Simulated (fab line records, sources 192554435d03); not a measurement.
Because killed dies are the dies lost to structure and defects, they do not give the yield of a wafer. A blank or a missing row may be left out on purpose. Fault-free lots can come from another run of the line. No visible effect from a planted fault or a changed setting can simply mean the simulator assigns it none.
A lot that was struck, set against a sound lot ; flow n5_finfet ; 15 out of 1938 route steps
Sound: these wafers, L813.1, L813.3, L813.4. Struck: wafer L824.2. (L824.5 of the same lot was not struck and is left out.) The cause comes at the end.
At each step with rows: each side's tool, then ch and its chambers, then its first start. Under that, the readings that differ: sound wafers ; struck wafers ; difference of the means ; sigmas: that difference in standard deviations of wafers without a fault.
alike: readings with means less than 2 such deviations apart, plus words and numbers identical on both sides. not compared: withheld readings, readings lacking a value on some wafer, bounds such as >300 that could conceal the same value, and numbers that have no deviation in the record and whose values overlap.
The two part at a step that has a row with sigmas, a row that says differs or no value, or rows on one side only. Numbers that don't overlap but have no deviation are shown without sigmas and don't part them. A reading missing from all wafers of one side parts the sides only when that side holds two or more wafers.

N5_ZERO_LAYER_PECVD_02: deposits SiO2 from SiH4/N2O, target thk 10 nm, time 6 s.
  sound on pecvd-01 ch 0,1, day 2 00:17; struck on pecvd-02 ch 2, day 4 18:17
  alike: heater_power_w, showerhead_plenum_p_Torr
  not compared: since_wet_clean_h
then, 8 steps without rows for these wafers: N5_ZERO_LAYER_HMDS_04 (time 60 s); N5_ZERO_LAYER_COAT_05 (resist thk 1000 nm); N5_ZERO_LAYER_EBR_07; N5_ZERO_LAYER_SOFTBAKE_06 (time 90 s); N5_ZERO_LAYER_EXPOSE_08 (exposes mask ZERO, defocus 0 nm, target cd 2000 nm); N5_ZERO_LAYER_PEB_09; N5_ZERO_LAYER_DEVELOP_10 (develop time 60 s); N5_ZERO_LAYER_HARDBAKE_23 (time 120 s).
N5_ZERO_LAYER_CD_MEAS_11 targets a cd of 2000 nm.
  sound on cd_sem-03 ch 0, day 2 00:38; struck on cd_sem-02 ch 0, day 4 18:46
  alike: cd_nm
N5_ZERO_LAYER_DESCUM_16: chemistry O2, time 7.9 s.
  sound on rie_diel-01 ch 0,1,2, day 2 00:49; struck on rie_diel-03 ch 2, day 4 18:48
reading;sound;struck;difference;sigmas
rf_hours_counter_h (h);115 125 110;226;+109;
throttle_valve_pct (%);20.4 20.3 20.1;21.0;+0.7;+2
  alike: drypump_motor_current_A, oes_product_au, rf_vpp_V, showerhead_plenum_p_Torr
N5_ZERO_LAYER_ETCH_17: etches SiO2 in CF4, target depth 12 nm, time 13.3 s.
  sound on rie_diel-01 ch 0,1,2, day 2 00:52; struck on rie_diel-03 ch 2, day 4 18:50
reading;sound;struck;difference;sigmas
rf_hours_counter_h (h);115 125 110;226;+109;
throttle_valve_pct (%);15.68 15.35 15.37;16.19;+0.72;+3
  alike: drypump_motor_current_A, oes_product_au, rf_vpp_V, showerhead_plenum_p_Torr
N5_ZERO_LAYER_ETCH_18: etches Si in HBr/Cl2, target depth 120 nm, time 40 s.
  sound on rie_si-04 ch 0,1,2, day 2 00:56; struck on rie_si-04 ch 2, day 4 18:55
reading;sound;struck;difference;sigmas
model.etch.depth_nm (nm);118.5 118.7 119.6;75.17;-43.76;
model.ZERO_LAYER.feature_depth_nm (nm);118.5 118.7 119.6;75.17;-43.76;
model.coat_of_ZERO_LAYER_COAT_05.thk_nm (nm);933.3 929.6 928.9;948.3;+17.7;
  alike: drypump_motor_current_A, oes_product_au, throttle_valve_pct
  not compared: rf_hours_counter_h
N5_ZERO_LAYER_STRIP_24: strips in O2.
  sound on plasma_asher-01 ch 0,1, day 2 01:02; struck on plasma_asher-01 ch 1, day 4 19:01
reading;sound;struck;difference;sigmas
strip_time_to_endpoint_s (s);43.94 43.81 43.79;44.38;+0.53;+6
  alike: drypump_motor_current_A, heater_power_w, oes_product_au
  not compared: rf_hours_counter_h
then, 1 step without rows for these wafers: N5_ZERO_LAYER_STRIP_19 (strips in SPM, time 900 s).

== WHERE THEY PART ==
Earliest at N5_ZERO_LAYER_DESCUM_16; latest, in this record, at N5_ZERO_LAYER_STRIP_24.

WHY: the cause the simulator had injected
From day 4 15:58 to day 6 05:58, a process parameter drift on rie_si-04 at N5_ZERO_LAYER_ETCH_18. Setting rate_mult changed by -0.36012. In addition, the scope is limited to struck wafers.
